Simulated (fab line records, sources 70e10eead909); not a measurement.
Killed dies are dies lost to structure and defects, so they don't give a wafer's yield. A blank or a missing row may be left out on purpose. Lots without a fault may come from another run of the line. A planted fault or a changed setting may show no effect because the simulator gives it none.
fab line records | flow nand_harc
record lots=6 wafers=18 last_day=25
route steps=1159 shown A_CONTACT@920
lots that met no fault: from a run of the same line without faults
start_h: hours from the record's first day to the start of the lot's first wafer shown | wait_h: hours since the lot's step before | " the same as in the row above | L1.1+2: a row that stands for several wafers | - no value, or no start given | * or withheld: withheld | < > ~ a bound
route shown NAME@n: a module of which the file shows steps, and the number in the route of the first | usual: mean/standard deviation of fault-free wafers | same: alike in all rows | chamber/n: place in a boat | sites: the reading at each site | _std_site: their standard deviation | _edge_site: outer sites' mean less inner sites' | radius_mm: how far each site lies from the wafer's centre | mask NAME#n: copy n | behind: the tool/chamber that last shaped the wafer | hold: why the lot was held/for how many hours/how that ended | device: the transistor (n, p or np) that didn't switch | end of line: the same wafers' tests at the end of the route | a step without rows: its recipe alone | killed: dies lost to structure and defects at the first sort, not the wafer's yield | map: a wafer's dies, x killed, . not, _ none there
set.NAME: the setting as run; set.NAME@STEP: as run at that earlier step | model.NAME: the simulator's own value behind a step, which no gauge read
lots at some steps of the route; a table a step, a row a wafer
services: from which hour (start_h, from the record's first day; less than 0 if before it) a tool's chamber was out of use, for how many hours, and why
## steps
# step NHARC_A_CONTACT_ETCH_106
# recipe target_depth_a=600 overetch_a=60 time_s=33 ion_energy_ev=100 cf4_flow_sccm=80 o2_flow_sccm=20 ar_flow_sccm=0 rf_w=300 bias_w=100 chemistry=CF4/O2
# usual drypump_motor_current_A=5.6/0.55 oes_o_777_au=1.000/0.0053 oes_product_au=1.007/0.012 rf_vpp_V=197.5/1.4 showerhead_plenum_p_Torr=1.31/0.05 throttle_valve_pct=13.397/0.0089
# columns lot.wafer tool chamber start_h wait_h drypump_motor_current_A oes_o_777_au oes_product_au rf_hours_counter_h rf_vpp_V showerhead_plenum_p_Torr throttle_valve_pct
L307.4 rie_diel-10 2 382.72 0.1 5.3 1.000 1.006 4 197.3 1.24 13.393
L307.6 " 3 " " 5.5 0.999 0.987 - 197.4 1.26 13.394
L307.5 " 0 " " 5.3 1.002 1.011 - 199.4 1.37 13.391
L316.2 rie_diel-12 3 439.63 0.1 5.3 1.001 1.001 19 199.5 1.35 13.399
L316.1 " 0 " " 5.6 1.000 1.007 18 199.8 1.36 13.409
L316.6 " 2 " " 6.1 1.000 1.004 - 199.5 1.39 13.395
L315.3 rie_diel-10 3 447.26 0.0 5.5 0.997 0.992 17 196.1 1.26 13.390
L315.1 " 0 " " 5.3 1.002 1.017 15 200.3 1.37 13.397
L315.2 " 2 " " 5.3 1.009 1.012 16 194.6 1.24 13.393
L324.1 rie_diel-10 2 485.32 0.1 5.3 1.003 1.018 23 196.1 1.24 13.403
L324.3 " 3 " " 5.5 0.998 0.990 24 195.0 1.26 13.409
L324.2 " 1 " " 6.8 1.001 1.015 24 195.2 1.30 13.381
L328.3 rie_diel-10 1 517.01 0.1 6.7 0.993 1.011 29 197.1 1.30 13.406
L328.2 " 3 " " 5.5 0.992 0.990 29 195.2 1.26 13.384
L328.5 " 2 " " 5.3 0.991 1.018 - 194.9 1.24 13.387
L329.3 rie_diel-03 1 524.32 0.1 4.9 1.006 0.999 45 197.2 1.34 13.402
L329.2 " 2 " " 5.2 1.003 1.011 47 198.3 1.36 13.401
L329.6 " 2 " " 5.2 0.996 1.013 - 198.5 1.36 13.393
# step NHARC_A_CONTACT_STRIP_82
# recipe o2_flow_sccm=500 ar_flow_sccm=0 bias_w=0 chemistry=O2
# usual drypump_motor_current_A=5.6/0.56 oes_product_au=1.006/0.014 rf_vpp_V=57.7/0.93 showerhead_plenum_p_Torr=3.48/0.12 throttle_valve_pct=17.036/0.01
# columns lot.wafer tool chamber start_h wait_h drypump_motor_current_A oes_product_au rf_hours_counter_h rf_vpp_V showerhead_plenum_p_Torr throttle_valve_pct
L307.4 rie_diel-10 3 - - 5.5 1.000 5 57.3 3.35 17.028
L307.6 " 1 " " 6.8 1.026 - 57.9 3.45 17.034
L307.5 " 2 " " 5.3 1.008 - 57.9 3.29 17.034
L316.1 rie_diel-12 0 - - 5.6 1.010 18 58.2 3.58 17.032
L316.2 " 1 " " 5.9 1.015 19 55.9 3.38 17.030
L316.6 " 2 " " 6.1 0.986 - 59.6 3.67 17.023
L315.3 rie_diel-10 0 - - 5.3 1.022 15 58.8 3.61 17.050
L315.2 " 1 " " 6.7 1.017 17 58.1 3.44 17.047
L315.1 " 3 " " 5.5 0.993 17 57.6 3.34 17.022
L324.3 rie_diel-10 3 - - 5.5 0.993 25 56.4 3.34 17.046
L324.2 " 1 " " 6.8 1.026 24 57.1 3.44 17.029
L324.1 " 2 " " 5.3 1.027 23 58.4 3.28 17.041
L328.2 rie_diel-10 3 - - 5.5 0.990 29 56.7 3.33 17.027
L328.3 " 1 " " 6.8 1.017 29 57.6 3.44 17.043
L328.5 " 3 " " 5.5 0.996 - 58.7 3.33 17.034
L329.2 rie_diel-03 3 - - 6.1 0.996 47 57.9 3.44 17.034
L329.3 " 1 " " 4.9 1.000 45 59.1 3.55 17.037
L329.6 " 0 " " 5.1 0.992 - 58.3 3.46 17.036
# step NHARC_A_CONTACT_STRIP_83
# recipe time_s=600 temp_c=30 chemistry=post_etch_residue_remover
# step NHARC_A_CONTACT_DEP_84
# recipe target_thk_a=20000 temp_c=400 material=aC
# usual throttle_valve_pct=35.000/0.0097
# columns lot.wafer tool chamber start_h wait_h throttle_valve_pct
L307.4 acl_dep-03 0 384.77 - 35.006
L307.5 " 0 " " 35.004
L307.6 " 0 " " 34.996
L316.1 acl_dep-02 0 440.27 - 34.997
L316.2 " 0 " " 35.003
L316.6 " 0 " " 35.001
L315.1 acl_dep-01 0 447.90 - 34.990
L315.2 " 0 " " 34.993
L315.3 " 0 " " 35.004
L324.1 acl_dep-02 0 488.81 - 34.988
L324.2 " 0 " " 35.012
L324.3 " 0 " " 34.995
L328.2 acl_dep-01 0 518.56 - 34.999
L328.3 " 0 " " 35.000
L328.5 " 0 " " 34.986
L329.2 acl_dep-02 0 527.55 - 35.007
L329.3 " 0 " " 35.020
L329.6 " 0 " " 34.988
# step NHARC_A_CONTACT_DEP_85
# recipe target_thk_a=500 target_thk_nm=50 temp_c=400 pressure_torr=3.5 flow_sccm=200 rf_w=350 material=SiON
# usual chamber_pressure_Torr=3.500/0.0077 heater_power_w=742/97
# columns lot.wafer tool chamber start_h wait_h chamber_pressure_Torr heater_power_w
L307.4 pecvd-02 0 385.54 0.6 3.505 698
L307.5 " 1 " " 3.496 723
L307.6 " 2 " " 3.504 632
L316.1 pecvd-02 2 441.54 1.1 3.494 694
L316.2 " 1 " " 3.514 741
L316.6 " 0 " " 3.498 661
L315.3 pecvd-03 2 449.16 0.6 3.516 847
L315.1 " 0 " " 3.492 631
L315.2 " 1 " " 3.509 875
L324.2 pecvd-03 0 490.09 0.9 3.484 609
L324.1 " 1 " " 3.499 928
L324.3 " 2 " " 3.507 800
L328.2 pecvd-04 0 519.68 0.9 3.506 908
L328.3 " 2 " " 3.504 655
L328.5 " 2 " " 3.499 648
L329.3 pecvd-02 0 528.60 0.6 3.505 620
L329.2 " 2 " " 3.493 740
L329.6 " 1 " " 3.480 812
# step NHARC_A_CONTACT_DEHYDRATE_00
# recipe temp_c=150 time_s=120
# step NHARC_A_CONTACT_HMDS_01
# recipe time_s=30
# step NHARC_A_CONTACT_COAT_86
# recipe temp_c=260 time_s=75
# step NHARC_A_CONTACT_COAT_87
# recipe temp_c=225 time_s=65
# step NHARC_A_CONTACT_COAT_02
# recipe spin_rpm=1500 resist_thk_nm=90
# step NHARC_A_CONTACT_SOFTBAKE_03
# recipe temp_c=105 time_s=55
# step NHARC_A_CONTACT_EBR_04
# step NHARC_A_CONTACT_EXPOSE_05
# recipe na=1.35 sigma_outer=0.8 dose_mj=84.24 mask_id=A_CC
# usual exposure_dose_mJ_cm2=84.25/0.086
# same sigma_outer=0.8
# columns lot.wafer tool chamber start_h wait_h mask exposure_dose_mJ_cm2
L307.4 arfi_scanner-03 0 386.04 - A_CC#0 84.32
L307.5 " 0 " " A_CC#0 84.24
L307.6 " 0 " " A_CC#0 84.32
L316.1 arfi_scanner-01 0 442.12 - A_CC#0 84.26
L316.2 " 0 " " A_CC#0 84.29
L316.6 " 0 " " A_CC#0 84.46
L315.1 arfi_scanner-01 0 449.61 - A_CC#0 120.00
L315.2 " 0 " " A_CC#0 120.10
L315.3 " 0 " " A_CC#0 120.08
L324.1 arfi_scanner-01 0 490.66 - A_CC#0 112.97
L324.2 " 0 " " A_CC#0 112.96
L324.3 " 0 " " A_CC#0 113.01
L328.2 arfi_scanner-02 0 520.14 - A_CC#0 84.14
L328.3 " 0 " " A_CC#0 84.27
L328.5 " 0 " " A_CC#0 84.32
L329.2 arfi_scanner-02 0 529.19 - A_CC#0 84.32
L329.3 " 0 " " A_CC#0 84.16
L329.6 " 0 " " A_CC#0 84.34
# step NHARC_A_CONTACT_PEB_06
# recipe peb_temp_c=100 peb_time_s=65
# step NHARC_A_CONTACT_DEVELOP_07
# recipe develop_time_s=35 dev_temp_c=23
# step NHARC_A_CONTACT_CD_MEAS_08
# recipe target_cd_nm=100 landing_energy_ev=500
# usual cd_nm=100.3/0.59
# columns lot.wafer tool chamber start_h wait_h cd_nm
L307.4 cd_sem-01 0 386.18 - 100.5
L307.5 " 0 " " 100.5
L307.6 " 0 " " 100.4
L316.1 cd_sem-02 0 442.26 - 99.7
L316.2 " 0 " " 98.4
L316.6 " 0 " " 99.7
L315.1 cd_sem-03 0 449.75 - 128.8
L315.2 " 0 " " 128.0
L315.3 " 0 " " 128.5
L324.1 cd_sem-03 0 490.80 - 124.1
L324.2 " 0 " " 123.7
L324.3 " 0 " " 122.4
L328.2 cd_sem-03 0 520.28 - 100.7
L328.3 " 0 " " 100.6
L328.5 " 0 " " 101.4
L329.2 cd_sem-03 0 529.33 - 99.9
L329.3 " 0 " " 100.6
L329.6 " 0 " " 100.5
# step NHARC_A_CONTACT_OVL_MEAS_09
# usual overlay_x_nm=-0.2/0.84 overlay_y_nm=0.0/0.89
# columns lot.wafer tool chamber start_h wait_h overlay_x_nm overlay_y_nm
L307.4 overlay-02 - 386.26 - 0.1 0.0
L307.5 " - " " 0.8 0.3
L307.6 " - " " 0.5 -0.4
L316.1 overlay-02 - 442.35 - -0.4 0.3
L316.2 " - " " -0.6 0.2
L316.6 " - " " -0.2 -0.1
L315.1 overlay-02 - 449.84 - 0.8 0.0
L315.2 " - " " 0.8 0.6
L315.3 " - " " 0.2 -0.1
L324.1 overlay-01 - 490.89 - -0.9 1.1
L324.2 " - " " -0.9 1.1
L324.3 " - " " -1.1 1.0
L328.2 overlay-01 - 520.36 - -0.6 -0.2
L328.3 " - " " -0.3 0.4
L328.5 " - " " -1.0 0.9
L329.2 overlay-02 - 529.41 - -0.6 -0.8
L329.3 " - " " -1.0 -1.0
L329.6 " - " " -0.5 -0.8
## services
# columns tool chamber start_h hours kind
arfi_scanner-02 - 359.64 0.3 repair
arfi_scanner-03 - 365.66 1.1 repair
arfi_scanner-01 - 368.00 4.0 pm
arfi_scanner-02 - 370.86 1.8 repair
pecvd-04 - 376.19 13.0 pm
arfi_scanner-01 - 379.43 0.3 repair
rie_diel-12 - 379.86 9.0 pm
rie_diel-03 - 392.39 9.0 pm
arfi_scanner-03 - 400.01 0.5 repair
acl_dep-03 - 406.13 13.0 pm
rie_diel-10 0 425.60 8.0 repair
arfi_scanner-02 - 428.01 4.0 pm
pecvd-04 1 441.35 3.8 repair
pecvd-03 0 451.16 4.9 repair
pecvd-03 - 473.03 13.0 pm
rie_diel-03 - 473.82 0.5 repair
acl_dep-01 - 474.26 13.0 pm
rie_diel-10 2 474.83 1.8 repair
arfi_scanner-02 - 484.45 1.0 repair
rie_diel-12 3 484.72 6.2 repair
rie_diel-10 1 490.87 4.7 repair
pecvd-02 1 509.15 12.6 repair
rie_diel-12 - 512.10 4.3 repair
pecvd-02 - 515.01 13.0 pm
## key
first_sign step=NHARC_A_CONTACT_EXPOSE_05 reading=exposure_dose_mJ_cm2 direction=up sigmas=99+ usual=84.25 struck=116.52
effect step=NHARC_A_CONTACT_CD_MEAS_08 reading=cd_nm direction=up sigmas=44 usual=100.3 struck=125.9 through=control_loop
met_at NHARC_A_CONTACT_EXPOSE_05
struck_wafers L315.1,L315.2,L315.3,L324.1,L324.2,L324.3
tester_left_out L315,L324
loop_trim step=NHARC_A_CONTACT_EXPOSE_05 setting=dose lots=L324
onset_between 442.12 449.61
fault kind=process_parameter_drift tool=arfi_scanner-01 chamber=- onset_h=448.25 steps=NHARC_A_CONTACT_EXPOSE_05 channel=dose_mj offset=35.872 shape=step acts_in=these_recipes_only stated=84.24
# tester_left_out: of these lots the tester's yield and bins aren't shown, on N5 and GAA mostly nor the transistor test; their killed dies are dies lost to structure and defects alone, not to doping, threshold or leakage, so they don't give the yield
# loop_trim: a control loop set the setting to another value than it would have without faults
